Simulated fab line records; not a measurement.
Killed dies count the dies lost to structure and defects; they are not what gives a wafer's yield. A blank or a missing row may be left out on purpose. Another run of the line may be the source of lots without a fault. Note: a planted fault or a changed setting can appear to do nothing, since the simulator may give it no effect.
fab line records	flow n5Finfet
record: lots: 11	wafers: 30	lastDay: 17
route steps=1938 shown BEOL_M13@1689 BEOL_M14@1730 PASSIVATION@1936
lots untouched by any fault: they come from a run of this same line in which no faults occurred
startH: the number of hours between the record's first day and the start of the first shown wafer of the lot	waitH: hours since the lot's step before	" identical to the entry in the row above	L1.1+2: several wafers, shown together as one row	- value missing, or start not given	* or withheld: withheld	< > ~ a bound
route shown NAME@n: NAME is a module with steps in the file, n the number in the route of the first one	usual: the fault-free wafers' mean and standard deviation	same: alike in all rows	chamber/n: place in a boat	sites: readings site by site	_std_site: the standard deviation of these	_edge_site: the outer-site mean with the inner-site mean subtracted	radiusMm: how far each site lies from the wafer's centre	mask NAME#n: copy n	behind: the most recent tool/chamber to have shaped the wafer	hold: why the lot was held/for how many hours/how that ended	device: transistor that didn't switch, given as n, p or np	end of line: at the end of the route, the tests of the same wafers	where a step has no rows: the recipe by itself	killed: dies lost to structure and defects at the first sort, not the wafer's yield	map: per-die view of a wafer (x killed, . not killed, _ where there is no die)
set.NAME: the setting the step ran with; set.NAME@STEP: the setting that earlier step ran with	model.NAME: the simulator's own value behind a step, which no gauge read
the route's steps for a sample of lots (tables are steps, rows are wafers)
services: when a tool's chamber went out of use (startH, in hours from the record's first day, below 0 if earlier), for how many hours, and the reason
== steps ==
step: N5_BEOL_M13_CD_MEAS_28
recipe: targetCdNm: 209.5	landingEnergyEv: 500	detector: seInlens
usual: cdNm: 209.5/1.1
same: landingEnergyEv: 500
lot.wafer	tool	chamber	startH	waitH	cdNm
L503.1	cdSem-03	0	248.72	-	210.6
L503.2	"	0	"	"	209.5
L503.5	"	0	"	"	209.8
L507.1	cdSem-01	0	285.06	-	209.6
L507.3	"	0	"	"	209.7
L507.6	"	0	"	"	209.4
L511.1	cdSem-02	0	308.06	-	209.5
L511.4	"	0	"	"	207.8
L511.5	"	0	"	"	209.0
L513.4	cdSem-01	0	308.57	-	209.3
L513.5	"	0	"	"	206.2
L513.6	"	0	"	"	206.7
L515.2	cdSem-02	0	315.44	-	209.4
L515.3	"	0	"	"	211.4
L515.6	"	0	"	"	210.7
L516.4	cdSem-02	0	334.34	-	209.5
L516.6	"	0	"	"	209.3
L517.1	cdSem-02	0	338.29	-	209.3
L517.2	"	0	"	"	207.7
L518.1	cdSem-01	0	344.42	-	210.8
L518.2	"	0	"	"	210.6
L520.4	cdSem-02	0	356.37	-	208.1
L520.5	"	0	"	"	209.4
L520.6	"	0	"	"	209.7
L521.2	cdSem-02	0	357.04	-	210.7
L521.3	"	0	"	"	209.8
L521.5	"	0	"	"	209.6
L522.1	cdSem-02	0	378.95	-	211.5
L522.2	"	0	"	"	209.4
L522.3	"	0	"	"	209.1
step: N5_BEOL_M14_ETCH_59
recipe: chemistry: N2/H2	target: BARC	targetDepthA: 890	overetchA: 267	timeS: 67.9	ionEnergyEv: 200	pressureMtorr: 30	sourceW: 840	biasW: 150	n2FlowSccm: 200	h2FlowSccm: 200
usual: biasW: 149.9/0.46	chamberPressureMTorr: 29.997/0.026	drypumpMotorCurrentA: 5.9/0.39	oesProductAu: 0.70/0.069	rfVppV: 524.1/1.9	showerheadPlenumPTorr: 2.55/0.063	throttleValvePct: 17.89/0.3
lot.wafer	tool	chamber	startH	waitH	biasW	chamberPressureMTorr	drypumpMotorCurrentA	oesProductAu	rfHoursCounterH	rfVppV	showerheadPlenumPTorr	throttleValvePct
L503.1	rieDiel-04	0	252.07	0.0	150.5	30.036	5.9	0.74	47	524.1	2.59	17.43
L503.2	"	2	"	"	150.0	30.025	5.4	0.82	8	525.7	2.61	17.85
L503.5	"	1	"	"	149.8	29.948	6.6	0.69	-	522.2	2.46	17.84
L507.1	rieDiel-04	0	288.51	0.0	150.4	30.039	5.9	0.72	62	525.2	2.58	17.45
L507.3	"	2	"	"	149.5	29.982	5.4	0.79	17	526.4	2.60	17.87
L507.6	"	2	"	"	149.5	30.004	5.4	0.79	-	524.4	2.60	17.86
L511.1	rieDiel-04	3	314.66	0.0	-	-	-	-	-	-	-	-
L511.4	"	2	"	"	-	-	-	-	-	-	-	-
L511.5	"	1	"	"	-	-	-	-	-	-	-	-
L513.4	rieDiel-01	3	314.95	0.0	-	-	-	-	-	-	-	-
L513.5	"	3	"	"	-	-	-	-	-	-	-	-
L513.6	"	2	"	"	-	-	-	-	-	-	-	-
L515.2	rieDiel-04	3	318.89	0.0	150.1	30.001	5.2	0.76	26	521.5	2.50	18.15
L515.3	"	0	"	"	149.7	30.007	5.9	0.70	74	525.6	2.58	17.48
L515.6	"	2	"	"	150.5	30.021	5.4	0.78	-	527.1	2.60	17.89
L516.4	rieDiel-04	1	337.69	0.0	150.1	29.989	6.6	0.66	121	523.1	2.45	17.92
L516.6	"	3	"	"	150.3	29.991	5.2	0.76	-	522.5	2.49	18.17
L517.1	rieDiel-02	2	341.91	0.0	149.6	29.937	6.0	0.64	147	526.3	2.54	17.71
L517.2	"	0	"	"	149.8	29.969	5.9	0.60	225	523.2	2.53	18.29
L518.1	rieDiel-02	2	351.06	0.0	150.7	29.993	6.0	0.64	150	523.2	2.54	17.70
L518.2	"	1	"	"	149.6	30.015	6.3	0.67	98	525.7	2.56	17.99
L520.4	rieDiel-01	0	361.10	0.0	149.8	30.005	5.9	0.79	17	528.3	2.70	17.90
L520.5	"	1	"	"	150.2	29.992	5.8	0.72	-	524.6	2.58	17.91
L520.6	"	2	"	"	150.5	29.960	6.5	0.71	-	524.6	2.56	17.54
L521.2	rieDiel-02	2	362.33	0.0	150.1	29.994	6.0	0.64	154	524.3	2.54	17.71
L521.3	"	3	"	"	150.4	30.004	5.6	0.77	26	524.7	2.58	17.49
L521.5	"	1	"	"	149.6	30.016	6.3	0.66	-	524.3	2.56	17.98
L522.1	rieDiel-01	3	382.00	0.0	149.8	30.007	5.6	0.63	197	524.8	2.54	18.44
L522.2	"	2	"	"	150.8	29.984	6.5	0.71	77	525.2	2.56	17.56
L522.3	"	1	"	"	149.7	30.006	5.8	0.71	91	525.9	2.58	17.94
step: N5_BEOL_M14_STRIP_64
recipe: chemistry: O2	powerW: 600	tempC: 60	pressureMtorr: 30	rfFrequencyHz: 6e+07	biasPowerW: 0	overashFraction: 0.3	o2FlowSccm: 225
usual: drypumpMotorCurrentA: 5.9/0.39	oesProductAu: 0.82/0.083	rfVppV: 3.6/0.49	showerheadPlenumPTorr: 2.10/0.053	throttleValvePct: 16.69/0.29
same: overashFraction: 0.3
lot.wafer	tool	chamber	startH	waitH	drypumpMotorCurrentA	oesProductAu	rfHoursCounterH	rfVppV	showerheadPlenumPTorr	throttleValvePct
L503.1	rieDiel-04	0	-	-	5.9	0.87	48	3.5	2.13	16.19
L503.2	"	2	"	"	5.4	0.96	8	3.3	2.16	16.65
L503.5	"	1	"	"	6.6	0.79	-	2.8	2.03	16.65
L507.1	rieDiel-04	0	-	-	5.9	0.85	62	4.1	2.12	16.22
L507.3	"	2	"	"	5.4	0.93	17	3.2	2.16	16.67
L507.6	"	2	"	"	5.4	0.93	-	3.4	2.16	16.67
L511.1	rieDiel-04	3	-	-	5.2	0.90	24	4.8	2.04	16.72
L511.4	"	2	"	"	5.4	0.90	25	3.7	2.16	16.69
L511.5	"	1	"	"	6.6	0.77	-	2.8	2.02	16.69
L513.4	rieDiel-01	3	-	-	5.6	0.75	175	3.9	2.10	17.13
L513.5	"	3	"	"	5.6	0.76	-	3.7	2.10	17.13
L513.6	"	2	"	"	6.5	0.86	-	2.9	2.12	16.38
L515.2	rieDiel-04	3	-	-	5.2	0.89	26	3.3	2.04	16.72
L515.3	"	0	"	"	5.9	0.84	74	3.6	2.12	16.23
L515.6	"	2	"	"	5.4	0.90	-	3.5	2.16	16.70
L516.4	rieDiel-04	1	-	-	6.6	0.76	121	3.5	2.02	16.70
L516.6	"	3	"	"	5.2	0.88	-	3.1	2.04	16.74
L517.1	rieDiel-02	2	-	-	6.0	0.75	147	3.4	2.11	16.55
L517.2	"	0	"	"	5.9	0.72	225	3.8	2.08	17.03
L518.1	rieDiel-02	2	-	-	6.0	0.76	150	3.3	2.11	16.55
L518.2	"	1	"	"	6.2	0.80	99	3.5	2.13	16.85
L520.4	rieDiel-01	0	-	-	5.9	0.94	17	2.8	2.25	16.81
L520.5	"	1	"	"	5.8	0.85	-	4.0	2.12	16.64
L520.6	"	2	"	"	6.5	0.83	-	3.7	2.11	16.41
L521.2	rieDiel-02	2	-	-	6.0	0.75	154	4.2	2.11	16.55
L521.3	"	3	"	"	5.6	0.91	26	3.1	2.12	16.33
L521.5	"	1	"	"	6.3	0.79	-	4.1	2.12	16.86
L522.1	rieDiel-01	3	-	-	5.6	0.74	197	4.2	2.10	17.18
L522.2	"	2	"	"	6.5	0.82	77	3.7	2.11	16.40
L522.3	"	1	"	"	5.8	0.84	91	3.9	2.12	16.65
step: N5_BEOL_M14_INSPECT_30
recipe: mode: adi	inspectInstrument: macro
usual: rawDefectCount: 2.0/1.5
lot.wafer	tool	chamber	startH	waitH	rawDefectCount
L503.1	defectInspect-01	-	252.85	0.0	2
L503.2	"	-	"	"	2
L503.5	"	-	"	"	2
L507.1	defectInspect-01	-	289.41	0.0	0
L507.3	"	-	"	"	0
L507.6	"	-	"	"	1
L511.1	defectInspect-01	-	315.56	0.0	1
L511.4	"	-	"	"	1
L511.5	"	-	"	"	4
L513.4	defectInspect-01	-	315.86	0.0	2
L513.5	"	-	"	"	4
L513.6	"	-	"	"	0
L515.2	defectInspect-01	-	319.80	0.0	4
L515.3	"	-	"	"	1
L515.6	"	-	"	"	1
L516.4	defectInspect-01	-	338.48	0.0	2
L516.6	"	-	"	"	0
L517.1	defectInspect-02	-	342.82	0.0	3
L517.2	"	-	"	"	4
L518.1	defectInspect-01	-	351.84	0.0	1
L518.2	"	-	"	"	1
L520.4	defectInspect-02	-	361.88	0.0	1
L520.5	"	-	"	"	0
L520.6	"	-	"	"	2
L521.2	defectInspect-01	-	363.24	0.0	0
L521.3	"	-	"	"	2
L521.5	"	-	"	"	5
L522.1	defectInspect-02	-	382.78	0.0	0
L522.2	"	-	"	"	1
L522.3	"	-	"	"	1
step: N5_PASSIVATION_PROBE_49
usual: defectLimitedYield: 91.1/1.4	killed_at_M0_to_M3: 33/9.1	killed_at_M4_up: 14/5.6	killedAtContacts: 13/5.7	killedAtFrontEnd: 42/12	killedAtOther: 4/3	killedDies: 105/16	killedOpen: 69/11	killedShort: 34/7.5	sort_bin_4_leakage: 0.00/0.0072	sort_bin_5_function: 5.2/0.91	sort_bin_6_memory: 3.3/0.64	sort_bin_8_speed: 0.0/0.37	sortNPass: 1075/16	sortYieldPct: 91.1/1.4
same: grossDies: 1180	killedAtBackSide: 0
lot.wafer	tool	chamber	startH	waitH	defectLimitedYield[%]	killed_at_M0_to_M3	killed_at_M4_up	killedAtContacts	killedAtFrontEnd	killedAtOther	killedDies	killedOpen	killedShort	sort_bin_4_leakage[%]	sort_bin_5_function[%]	sort_bin_6_memory[%]	sort_bin_8_speed[%]	sortNPass	sortYieldPct[%]
L507.1	prober-01	-	311.01	0.2	92.3	37	12	11	30	1	91	64	25	0	4.4	3.1	0	1089	92.3
L507.3	prober-01	-	311.11	0.3	92.9	26	8	11	39	0	84	51	33	0	4.4	2.4	0	1096	92.9
L507.6	prober-01	-	311.26	0.4	89.6	32	10	8	68	5	123	80	43	0	6.0	4.0	0	1057	89.6
killed by level:class
L507.1 BEOL_M0_SAQP:geometricParticle:open=13 MOL_CONTACT_COAG:geometricParticle:open=9 STI_FIN_REVEAL:geometricParticle:open=8 BEOL_M0_SAQP:geometricParticle:short=8 FIN_SAQP:geometricParticle:open=5 DUMMY_GATE:geometricParticle:open=4 BEOL_M1:geometricParticle:open=4 BEOL_M2:geometricParticle:open=4
L507.3 FIN_SAQP:geometricParticle:short=9 BEOL_M0_SAQP:geometricParticle:open=8 STI_FIN_REVEAL:geometricParticle:open=6 MOL_CONTACT_COAG:geometricParticle:open=6 FIN_SAQP:geometricParticle:open=5 MOL_CONTACT_COAG:geometricParticle:short=5 BEOL_M1:geometricParticle:open=5 STARTING-WAFER:geometricParticle:short=5
L507.6 STI_FIN_REVEAL:geometricParticle:open=26 FIN_SAQP:geometricParticle:short=10 BEOL_M0_SAQP:geometricParticle:short=10 BEOL_M0_SAQP:geometricParticle:open=10 FIN_SAQP:geometricParticle:open=8 MOL_CONTACT_COAG:geometricParticle:open=6 STI_FIN_REVEAL:geometricParticle:short=5 DUMMY_GATE:geometricParticle:open=5
== services ==
tool	chamber	startH	hours	kind
rieDiel-02	2	231.84	21.6	repair
rieDiel-04	3	234.81	-	clean
rieDiel-04	3	234.81	-	consumableReplace:focusRing
rieDiel-04	3	234.81	14.7	scheduledDown
rieDiel-04	3	234.81	14.7	ventCycle
rieDiel-02	3	264.19	-	clean
rieDiel-02	3	264.19	-	consumableReplace:focusRing
rieDiel-02	3	264.19	19.1	scheduledDown
rieDiel-02	3	264.19	19.1	ventCycle
rieDiel-04	2	265.77	9.3	repair
rieDiel-01	0	286.63	-	clean
rieDiel-01	0	286.63	-	consumableReplace:focusRing
rieDiel-01	0	286.63	-	consumableReplace:showerhead
rieDiel-01	0	286.63	28.2	scheduledDown
rieDiel-01	0	286.63	28.2	ventCycle
== key ==
firstSign: step: N5_BEOL_M14_ETCH_59	reading: toolRecord	direction: missing
effect none on later readings
metAt N5_BEOL_M14_ETCH_59
struckLots L511,L513
notActingAt N5_BEOL_M13_CD_MEAS_28,N5_BEOL_M14_STRIP_64,N5_BEOL_M14_INSPECT_30
onsetBetween 288.51 314.66
fault: kind: skippedStepWhole	tool: rieDiel-01,rieDiel-04	chamber: -	onsetH: 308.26	steps: N5_BEOL_M14_ETCH_59	scope: struckLotsOnly
